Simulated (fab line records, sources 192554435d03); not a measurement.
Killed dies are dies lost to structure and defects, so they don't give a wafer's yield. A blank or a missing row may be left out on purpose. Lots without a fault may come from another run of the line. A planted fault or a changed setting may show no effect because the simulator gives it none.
Which tool did it? | flow n5_finfet | 11 lots, 32 wafers sampled, at 4 steps of a route of 1938

WHAT THE GAUGES READ, wafer by wafer
N5_BEOL_M14_RS_MEAS_54: measures by four-point-probe.
lot  | measured     | on            | M14_RS (ohm/sq)
L147 | day 11 00:00 | film_metro-01 | 0.0328 0.0323 0.0329
L148 | day 11 12:59 | film_metro-02 | 0.0333 0.0334 0.0326
L149 | day 11 21:07 | film_metro-02 | 0.0322 0.0325 0.0330
L151 | day 12 06:22 | film_metro-01 | 0.0320 0.0331 0.0325
L152 | day 12 23:13 | film_metro-01 | 0.0342 0.0339 0.0339
L156 | day 13 11:07 | film_metro-02 | 0.0340 0.0334 0.0327
L159 | day 14 17:10 | film_metro-01 | 0.0330 0.0323 0.0330
L160 | day 15 09:20 | film_metro-01 | 0.0332 0.0333 0.0328
L163 | day 15 12:44 | film_metro-01 | 0.0315 0.0340
L168 | day 16 23:24 | film_metro-01 | 0.0324 0.0323 0.0325
L169 | day 16 23:37 | film_metro-02 | 0.0335 0.0326 0.0344

N5_BEOL_M15_OVL_MEAS_29.
lot  | measured     | on         | M15_OVL (nm)
L147 | day 11 02:47 | overlay-01 | 5 3 5
L148 | day 11 15:20 | overlay-01 | 8 -3 6
L149 | day 11 23:17 | overlay-02 | 1 3 7
L151 | day 12 08:32 | overlay-01 | -1 4 5
L152 | day 13 01:27 | overlay-01 | 4 8 11
L156 | day 13 13:41 | overlay-02 | 7 1 16
L159 | day 14 19:35 | overlay-01 | 2 3 8
L160 | day 15 11:27 | overlay-01 | 5 5 8
L163 | day 15 15:14 | overlay-02 | 1 -1
L168 | day 17 01:40 | overlay-02 | -1 5 0
L169 | day 17 01:51 | overlay-02 | 8 15 15

WHICH TOOL RAN EACH LOT (tool, then ch and the chambers of the sampled wafers, then the start)
lot  | N5_BEOL_M15_STRIP_63                          | N5_BEOL_M15_COAT_56
L147 | rie_diel-04 ch 0,1,3, day 11 01:35 or earlier | litho_track-01 ch 0, day 11 01:35
L148 | rie_diel-01 ch 1,2,3, day 11 14:21 or earlier | litho_track-03 ch 0, day 11 14:21
L149 | rie_diel-04 ch 0,1,3, day 11 22:24 or earlier | litho_track-02 ch 0, day 11 22:24
L151 | rie_diel-01 ch 0,3, day 12 07:37 or earlier   | litho_track-01 ch 0, day 12 07:37
L152 | rie_diel-01 ch 0,1, day 13 00:29 or earlier   | litho_track-02 ch 0, day 13 00:29
L156 | rie_diel-05 ch 2,3, day 13 12:41 or earlier   | litho_track-01 ch 0, day 13 12:41
L159 | rie_diel-01 ch 0,3, day 14 18:31 or earlier   | litho_track-01 ch 0, day 14 18:31
L160 | rie_diel-01 ch 0,1,2, day 15 10:35 or earlier | litho_track-01 ch 0, day 15 10:35
L163 | rie_diel-04 ch 1,2, day 15 14:16 or earlier   | litho_track-03 ch 0, day 15 14:16
L168 | rie_diel-05 ch 0,2, day 17 00:49 or earlier   | litho_track-02 ch 0, day 17 00:49
L169 | rie_diel-01 ch 0,2,3, day 17 00:59 or earlier | litho_track-03 ch 0, day 17 00:59
- N5_BEOL_M15_STRIP_63: strips in O2.
- N5_BEOL_M15_COAT_56: time 60 s, resist thk 550 nm.

WHAT THE TOOLS THEMSELVES READ (means of the sampled wafers that have a number; where no wafer has one, the mark that the record gives instead)
N5_BEOL_M15_STRIP_63.
lot  | tool        | drypump_motor_current_A (A) | oes_product_au (a.u.) | rf_vpp_V (V) | showerhead_plenum_p_Torr (Torr) | throttle_valve_pct (%)
L147 | rie_diel-04 | 6.2                         | 0.79                  | 3.7          | 2.11                            | 16.65
L148 | rie_diel-01 | 5.5                         | 0.69                  | 3.6          | 2.13                            | 16.83
L149 | rie_diel-04 | 6.2                         | 0.78                  | 3.6          | 2.10                            | 16.64
L151 | rie_diel-01 | 5.3                         | 0.84                  | 3.3          | 2.15                            | 16.45
L152 | rie_diel-01 | 5.5                         | 0.77                  | 3.1          | 2.10                            | 16.73
L156 | rie_diel-05 | 5.6                         | 0.79                  | 3.8          | 2.09                            | 16.43
L159 | rie_diel-01 | 5.4                         | 0.75                  | 4.6          | 2.14                            | 16.65
L160 | rie_diel-01 | 5.5                         | 0.83                  | 4.0          | 2.11                            | 16.60
L163 | rie_diel-04 | 6.0                         | 0.70                  | 3.2          | 2.08                            | 16.52
L168 | rie_diel-05 | 5.7                         | 0.83                  | 3.4          | 2.16                            | 16.42
L169 | rie_diel-01 | 5.4                         | 0.90                  | 3.9          | 2.13                            | 16.40

N5_BEOL_M15_COAT_56.
lot  | tool           | heater_power_total_W (W) | plate_temp_C (C) | spin_speed_rpm (rpm)
L147 | litho_track-01 | 500.6                    | 250.06           | 1500.2
L148 | litho_track-03 | 500.7                    | 250.01           | 1501.2
L149 | litho_track-02 | 500.6                    | 249.99           | 1499.7
L151 | litho_track-01 | 499.1                    | 249.99           | 1499.7
L152 | litho_track-02 | 499.0                    | 250.11           | 1500.8
L156 | litho_track-01 | 499.6                    | 249.88           | 1500.6
L159 | litho_track-01 | 477.6                    | 241.52           | 1500.0
L160 | litho_track-01 | 479.0                    | 241.29           | 1500.8
L163 | litho_track-03 | 498.7                    | 249.83           | 1500.7
L168 | litho_track-02 | 499.9                    | 249.92           | 1500.4
L169 | litho_track-03 | 501.4                    | 249.99           | 1500.2

THE ANSWER, worked out from the rows above alone
Rule: what is usual is taken from the lots themselves. Put in order of their means at a reading, lots are off if they are a third of the lots or fewer, leave a main group of 4 or more, and stand apart from it by a gap of 3 or more times the standard deviation of the main group's means; of several such gaps the widest counts. A main group whose means are all the same, to the digits that the tables above print for the reading, isn't used. A lot without any number at a reading at which 4 lots or more have one is off too. The other lots that the step has rows for count as sound. The gauges are gone through in route order, then the tools' own readings, and for those a lot's mean is taken as printed above. The first step at which some lot is off is used, and at that step the reading that is off furthest; a lot without a number counts as furthest.
Off: L159, L160, at N5_BEOL_M15_COAT_56 (plate_temp_C). The main group: mean 249.98 C, standard deviation 0.082.
A tool fits if, at that step or a process step before it, it ran every lot that is off, and no sound lot after the first of them. N5_BEOL_M15_STRIP_63 gives no start for some lots, so the hours and the order of its lots are those of N5_BEOL_M15_COAT_56. One fits: litho_track-01 at N5_BEOL_M15_COAT_56. Its last sound lot is L156 (day 13 12:41), its first lot that is off L159 (day 14 18:31): a fault that began between those two fits.
The tool's own readings at N5_BEOL_M15_COAT_56 bear it out: on the lots that are off they differ by more than 5 times the standard deviation of the sound lots' means. heater_power_total_W reads 478.3 W there against 500.0 W on the sound lots; plate_temp_C reads 241.41 C there against 249.98 C on the sound lots.

WHAT THE SIMULATOR HAD PUT IN
Process parameter drift: litho_track-01, from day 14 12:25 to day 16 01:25, at N5_BEOL_M15_COAT_56. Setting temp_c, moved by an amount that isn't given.
Lots struck among those shown: L159, L160. The rule above found the same.
